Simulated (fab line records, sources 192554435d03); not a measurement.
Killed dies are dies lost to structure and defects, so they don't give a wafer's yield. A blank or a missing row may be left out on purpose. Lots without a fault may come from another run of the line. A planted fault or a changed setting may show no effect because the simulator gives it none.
Which tool did it? | flow n5_finfet | 24 lots, 72 wafers sampled, at 5 steps of a route of 1938

WHAT THE GAUGES READ, wafer by wafer
N5_DUMMY_GATE_INSPECT_17: inspects for defects (brightfield).
lot  | measured    | on                | raw_defect_count
L074 | day 2 22:05 | defect_inspect-02 | 216 287 177
L075 | day 3 04:37 | defect_inspect-01 | 226 239 281
L076 | day 3 10:58 | defect_inspect-01 | 208 213 286
L077 | day 3 16:20 | defect_inspect-02 | 102 154 123
L078 | day 3 23:48 | defect_inspect-02 | 170 206 103
L079 | day 4 06:16 | defect_inspect-02 | 219 182 129
L080 | day 4 14:22 | defect_inspect-02 | 153 161 100
L081 | day 4 15:58 | defect_inspect-02 | 213 249 232
L082 | day 5 01:52 | defect_inspect-02 | 172 161 136
L083 | day 5 05:58 | defect_inspect-02 | 122 148 154
L084 | day 5 10:25 | defect_inspect-02 | 180 176 203
L085 | day 5 17:59 | defect_inspect-02 | 258 248 221
L086 | day 5 22:52 | defect_inspect-02 | 158 139 128
L087 | day 6 04:12 | defect_inspect-01 | 217 181 164
L088 | day 6 10:29 | defect_inspect-01 | 252 250 187
L089 | day 6 16:34 | defect_inspect-01 | 191 161 204
L090 | day 6 21:49 | defect_inspect-01 | 181 260 268
L091 | day 7 06:16 | defect_inspect-01 | 193 157 183
L092 | day 7 11:48 | defect_inspect-02 | 157 108 151
L093 | day 7 17:58 | defect_inspect-01 | 210 213 183
L094 | day 7 21:56 | defect_inspect-01 | 247 211 294
L095 | day 8 04:06 | defect_inspect-01 | 260 236 173
L096 | day 8 16:38 | defect_inspect-02 | 183 169 155
L097 | day 8 22:50 | defect_inspect-02 | 114 192 161

N5_SD_EPI_N_EPI_MEAS_23.
lot  | measured    | on            | thk_nm (nm)
L074 | day 3 04:52 | film_metro-01 | 59.7 60.6 58.3
L075 | day 3 10:58 | film_metro-02 | 58.7 58.3 60.9
L076 | day 3 16:31 | film_metro-01 | 60.9 59.6 60.9
L077 | day 3 23:22 | film_metro-02 | 57.9 60.4 59.7
L078 | day 4 05:28 | film_metro-02 | 58.8 57.7 59.0
L079 | day 4 12:34 | film_metro-02 | 58.4 58.7 60.9
L080 | day 4 20:43 | film_metro-02 | 59.0 60.0 56.7
L081 | day 4 23:37 | film_metro-01 | 60.8 59.3 60.8
L082 | day 5 07:29 | film_metro-02 | 62.4 60.3 57.8
L083 | day 5 12:16 | film_metro-01 | 59.2 60.1 60.2
L084 | day 5 16:14 | film_metro-02 | 61.0 58.1 59.2
L085 | day 5 23:52 | film_metro-01 | 56.7 60.1 58.9
L086 | day 6 04:34 | film_metro-02 | 59.3 58.5 58.7
L087 | day 6 10:04 | film_metro-02 | 59.7 61.1 60.0
L088 | day 6 16:07 | film_metro-02 | 57.8 57.1 60.0
L089 | day 6 22:56 | film_metro-02 | 57.3 58.0 54.7
L090 | day 7 04:20 | film_metro-01 | 59.2 57.7 57.3
L091 | day 7 11:55 | film_metro-02 | 57.8 58.2 58.8
L092 | day 7 17:26 | film_metro-01 | 59.9 59.2 59.7
L093 | day 8 00:33 | film_metro-01 | 59.2 57.6 59.0
L094 | day 8 04:16 | film_metro-02 | 56.9 58.3 59.3
L095 | day 8 10:02 | film_metro-02 | 58.1 60.5 59.2
L096 | day 8 23:16 | film_metro-01 | 59.6 58.6 60.6
L097 | day 9 05:08 | film_metro-02 | 59.5 58.7 57.5

WHICH TOOL RAN EACH LOT (tool, then ch and the chambers of the sampled wafers, then the start)
lot  | N5_DUMMY_GATE_ETCH_31             | N5_SD_EPI_N_ETCH_45               | N5_SD_EPI_N_VAPOR_ETCH_50
L074 | rie_diel-02 ch 1,2, day 2 22:47   | rie_diel-05 ch 0,1,3, day 3 01:15 | epi_rpcvd-01 ch 0, day 3 02:23
L075 | rie_diel-01 ch 0,2, day 3 05:06   | rie_diel-04 ch 0,2,3, day 3 08:06 | epi_rpcvd-01 ch 0, day 3 09:05
L076 | rie_diel-01 ch 1,2, day 3 11:25   | rie_diel-06 ch 0,2, day 3 13:38   | epi_rpcvd-04 ch 0, day 3 14:37
L077 | rie_diel-01 ch 2,3, day 3 16:47   | rie_diel-04 ch 0,2, day 3 20:29   | epi_rpcvd-02 ch 0, day 3 21:29
L078 | rie_diel-03 ch 0,3, day 4 00:16   | rie_diel-06 ch 1,2,3, day 4 02:36 | epi_rpcvd-04 ch 0, day 4 03:34
L079 | rie_diel-03 ch 0,1,3, day 4 07:14 | rie_diel-04 ch 0,1,3, day 4 09:41 | epi_rpcvd-04 ch 0, day 4 10:40
L080 | rie_diel-01 ch 0,1, day 4 14:55   | rie_diel-04 ch 1,2,3, day 4 17:49 | epi_rpcvd-04 ch 0, day 4 18:49
L081 | rie_diel-03 ch 0,1,2, day 4 16:26 | rie_diel-05 ch 0,1, day 4 19:04   | epi_rpcvd-01 ch 0, day 4 21:46
L082 | rie_diel-03 ch 1,2,3, day 5 02:20 | rie_diel-04 ch 0,2,3, day 5 04:37 | epi_rpcvd-04 ch 0, day 5 05:36
L083 | rie_diel-02 ch 0,1,3, day 5 06:25 | rie_diel-05 ch 1,2, day 5 09:23   | epi_rpcvd-04 ch 0, day 5 10:23
L084 | rie_diel-02 ch 2,3, day 5 11:04   | rie_diel-04 ch 1,2,3, day 5 13:22 | epi_rpcvd-02 ch 0, day 5 14:22
L085 | rie_diel-01 ch 0,1,2, day 5 18:27 | rie_diel-05 ch 0,1,3, day 5 20:59 | epi_rpcvd-04 ch 0, day 5 22:02
L086 | rie_diel-01 ch 0,1,2, day 5 23:20 | rie_diel-06 ch 0,2,3, day 6 01:41 | epi_rpcvd-02 ch 0, day 6 02:40
L087 | rie_diel-03 ch 0,3, day 6 04:40   | rie_diel-04 ch 1,2,3, day 6 07:11 | epi_rpcvd-02 ch 0, day 6 08:10
L088 | rie_diel-02 ch 0,3, day 6 10:58   | rie_diel-04 ch 0,2,3, day 6 13:14 | epi_rpcvd-04 ch 0, day 6 14:14
L089 | rie_diel-03 ch 2,3, day 6 17:31   | rie_diel-04 ch 1,2,3, day 6 20:05 | epi_rpcvd-02 ch 0, day 6 21:07
L090 | rie_diel-03 ch 0,1, day 6 22:17   | rie_diel-05 ch 0,2, day 7 01:28   | epi_rpcvd-02 ch 0, day 7 02:27
L091 | rie_diel-02 ch 0,1,3, day 7 06:50 | rie_diel-05 ch 1,2,3, day 7 09:02 | epi_rpcvd-01 ch 0, day 7 10:03
L092 | rie_diel-03 ch 0,2,3, day 7 12:16 | rie_diel-06 ch 1,2, day 7 14:34   | epi_rpcvd-02 ch 0, day 7 15:34
L093 | rie_diel-01 ch 1,2, day 7 18:52   | rie_diel-06 ch 0,3, day 7 21:41   | epi_rpcvd-02 ch 0, day 7 22:41
L094 | rie_diel-01 ch 0,2, day 7 22:31   | rie_diel-05 ch 2,3, day 8 01:24   | epi_rpcvd-01 ch 0, day 8 02:22
L095 | rie_diel-03 ch 0,1,3, day 8 04:33 | rie_diel-04 ch 0,1,3, day 8 07:10 | epi_rpcvd-01 ch 0, day 8 08:08
L096 | rie_diel-01 ch 1,2,3, day 8 17:06 | rie_diel-05 ch 0,1,3, day 8 20:24 | epi_rpcvd-01 ch 0, day 8 21:23
L097 | rie_diel-02 ch 2,3, day 8 23:17   | rie_diel-04 ch 0,2,3, day 9 02:16 | epi_rpcvd-01 ch 0, day 9 03:16
- N5_DUMMY_GATE_ETCH_31: etches SiO2 in C4F6/O2, target depth 82.5 nm, time 27.5 s.
- N5_SD_EPI_N_ETCH_45: etches SiOCN in CH3F/O2, target depth 6 nm.
- N5_SD_EPI_N_VAPOR_ETCH_50: etches Si in HCl, time 54 s.

WHAT THE TOOLS THEMSELVES READ (means of the sampled wafers that have a number; where no wafer has one, the mark that the record gives instead)
N5_DUMMY_GATE_ETCH_31.
lot  | tool        | drypump_motor_current_A (A) | oes_o_777_au (a.u.) | oes_product_au (a.u.) | rf_vpp_V (V) | showerhead_plenum_p_Torr (Torr) | throttle_valve_pct (%)
L074 | rie_diel-02 | 5.8                         | 0.78                | 0.76                  | 646          | 2.83                            | 21.40
L075 | rie_diel-01 | 5.2                         | 0.84                | 0.84                  | 661          | 2.95                            | 21.15
L076 | rie_diel-01 | 5.5                         | 0.81                | 0.77                  | 641          | 2.83                            | 21.02
L077 | rie_diel-01 | 5.7                         | 0.85                | 0.85                  | 675          | 2.86                            | 21.21
L078 | rie_diel-03 | 6.3                         | 0.84                | 0.84                  | 655          | 2.99                            | 20.90
L079 | rie_diel-03 | 6.1                         | 0.83                | 0.83                  | 657          | 2.94                            | 21.05
L080 | rie_diel-01 | 5.3                         | 0.77                | 0.74                  | 640          | 2.91                            | 21.05
L081 | rie_diel-03 | 6.1                         | 0.77                | 0.76                  | 658          | 2.88                            | 21.11
L082 | rie_diel-03 | 6.2                         | 0.82                | 0.82                  | 667          | 2.90                            | 21.13
L083 | rie_diel-02 | 5.8                         | 0.73                | 0.72                  | 676          | 2.82                            | 21.41
L084 | rie_diel-02 | 5.9                         | 0.71                | 0.73                  | 684          | 2.86                            | 21.49
L085 | rie_diel-01 | 5.4                         | 0.81                | 0.78                  | 650          | 2.88                            | 21.11
L086 | rie_diel-01 | 5.4                         | 0.80                | 0.78                  | 651          | 2.88                            | 21.12
L087 | rie_diel-03 | 6.3                         | 0.81                | 0.81                  | 654          | 2.98                            | 20.91
L088 | rie_diel-02 | 5.8                         | 0.70                | 0.71                  | 696          | 2.84                            | 21.46
L089 | rie_diel-03 | 6.5                         | 0.86                | 0.86                  | 672          | 2.97                            | 21.02
L090 | rie_diel-03 | 6.0                         | 0.75                | 0.74                  | 648          | 2.91                            | 21.05
L091 | rie_diel-02 | 5.8                         | 0.72                | 0.71                  | 676          | 2.81                            | 21.44
L092 | rie_diel-03 | 6.4                         | 0.80                | 0.79                  | 664          | 2.93                            | 20.98
L093 | rie_diel-01 | 5.5                         | 0.83                | 0.81                  | 661          | 2.84                            | 21.19
L094 | rie_diel-01 | 5.2                         | 0.80                | 0.78                  | 661          | 2.93                            | 21.20
L095 | rie_diel-03 | 6.1                         | 0.79                | 0.78                  | 656          | 2.93                            | 21.08
L096 | rie_diel-01 | 5.8                         | 0.75                | 0.74                  | 653          | 2.82                            | 21.15
L097 | rie_diel-02 | 5.9                         | 0.72                | 0.73                  | 672          | 2.91                            | 21.42

N5_SD_EPI_N_ETCH_45.
lot  | tool        | drypump_motor_current_A (A) | oes_product_au (a.u.) | rf_vpp_V (V) | showerhead_plenum_p_Torr (Torr) | throttle_valve_pct (%)
L074 | rie_diel-05 | 5.5                         | 0.72                  | 127.1        | 1.95                            | 23.5
L075 | rie_diel-04 | 6.2                         | 0.76                  | 127.3        | 1.99                            | 23.4
L076 | rie_diel-06 | 5.8                         | 0.75                  | 127.9        | 2.02                            | 23.4
L077 | rie_diel-04 | 6.0                         | 0.72                  | 128.0        | 1.99                            | 23.3
L078 | rie_diel-06 | 5.3                         | 0.80                  | 128.5        | 2.04                            | 23.2
L079 | rie_diel-04 | 6.2                         | 0.77                  | 128.1        | 2.03                            | 23.7
L080 | rie_diel-04 | 5.9                         | 0.74                  | 127.7        | 1.99                            | 23.7
L081 | rie_diel-05 | 5.0                         | 0.70                  | 126.6        | 1.90                            | 23.6
L082 | rie_diel-04 | 6.2                         | 0.74                  | 127.8        | 1.99                            | 23.4
L083 | rie_diel-05 | 5.3                         | 0.85                  | 127.3        | 1.96                            | 23.0
L084 | rie_diel-04 | 5.9                         | 0.73                  | 128.1        | 1.99                            | 23.7
L085 | rie_diel-05 | 5.5                         | 0.70                  | 126.1        | 1.94                            | 23.5
L086 | rie_diel-06 | 5.7                         | 0.78                  | 127.9        | 2.03                            | 23.4
L087 | rie_diel-04 | 5.9                         | 0.73                  | 127.5        | 1.99                            | 23.7
L088 | rie_diel-04 | 6.2                         | 0.74                  | 127.9        | 1.98                            | 23.4
L089 | rie_diel-04 | 5.9                         | 0.72                  | 127.8        | 1.98                            | 23.7
L090 | rie_diel-05 | 5.1                         | 0.82                  | 127.2        | 1.97                            | 23.1
L091 | rie_diel-05 | 5.7                         | 0.84                  | 127.8        | 1.97                            | 23.2
L092 | rie_diel-06 | 4.9                         | 0.73                  | 127.7        | 2.02                            | 23.3
L093 | rie_diel-06 | 6.0                         | 0.77                  | 127.5        | 1.99                            | 23.4
L094 | rie_diel-05 | 6.0                         | 0.95                  | 128.3        | 2.03                            | 23.0
L095 | rie_diel-04 | 6.3                         | 0.74                  | 127.1        | 2.02                            | 23.7
L096 | rie_diel-05 | 5.5                         | 0.88                  | 127.8        | 2.01                            | 23.3
L097 | rie_diel-04 | 6.2                         | 0.82                  | 127.3        | 1.98                            | 23.3

N5_SD_EPI_N_VAPOR_ETCH_50.
lot  | tool         | throttle_valve_pct (%)
L074 | epi_rpcvd-01 | 12.05
L075 | epi_rpcvd-01 | 12.15
L076 | epi_rpcvd-04 | 11.72
L077 | epi_rpcvd-02 | 11.65
L078 | epi_rpcvd-04 | 11.73
L079 | epi_rpcvd-04 | 11.70
L080 | epi_rpcvd-04 | 11.78
L081 | epi_rpcvd-01 | 12.11
L082 | epi_rpcvd-04 | 11.70
L083 | epi_rpcvd-04 | 11.66
L084 | epi_rpcvd-02 | 11.65
L085 | epi_rpcvd-04 | 11.80
L086 | epi_rpcvd-02 | 11.64
L087 | epi_rpcvd-02 | 11.50
L088 | epi_rpcvd-04 | 11.69
L089 | epi_rpcvd-02 | 11.72
L090 | epi_rpcvd-02 | 11.64
L091 | epi_rpcvd-01 | 12.18
L092 | epi_rpcvd-02 | 11.78
L093 | epi_rpcvd-02 | 11.85
L094 | epi_rpcvd-01 | 12.10
L095 | epi_rpcvd-01 | 11.89
L096 | epi_rpcvd-01 | 12.17
L097 | epi_rpcvd-01 | 12.02

THE ANSWER, worked out from the rows above alone
Rule: what is usual is taken from the lots themselves. Put in order of their means at a reading, lots are off if they are a third of the lots or fewer, leave a main group of 4 or more, and stand apart from it by a gap of 3 or more times the standard deviation of the main group's means; of several such gaps the widest counts. A main group whose means are all the same, to the digits that the tables above print for the reading, isn't used. A lot without any number at a reading at which 4 lots or more have one is off too. The other lots that the step has rows for count as sound. The gauges are gone through in route order, then the tools' own readings, and for those a lot's mean is taken as printed above. The first step at which some lot is off is used, and at that step the reading that is off furthest; a lot without a number counts as furthest.
No lot is off at any reading shown: from this, nothing can be told.

WHAT THE SIMULATOR HAD PUT IN
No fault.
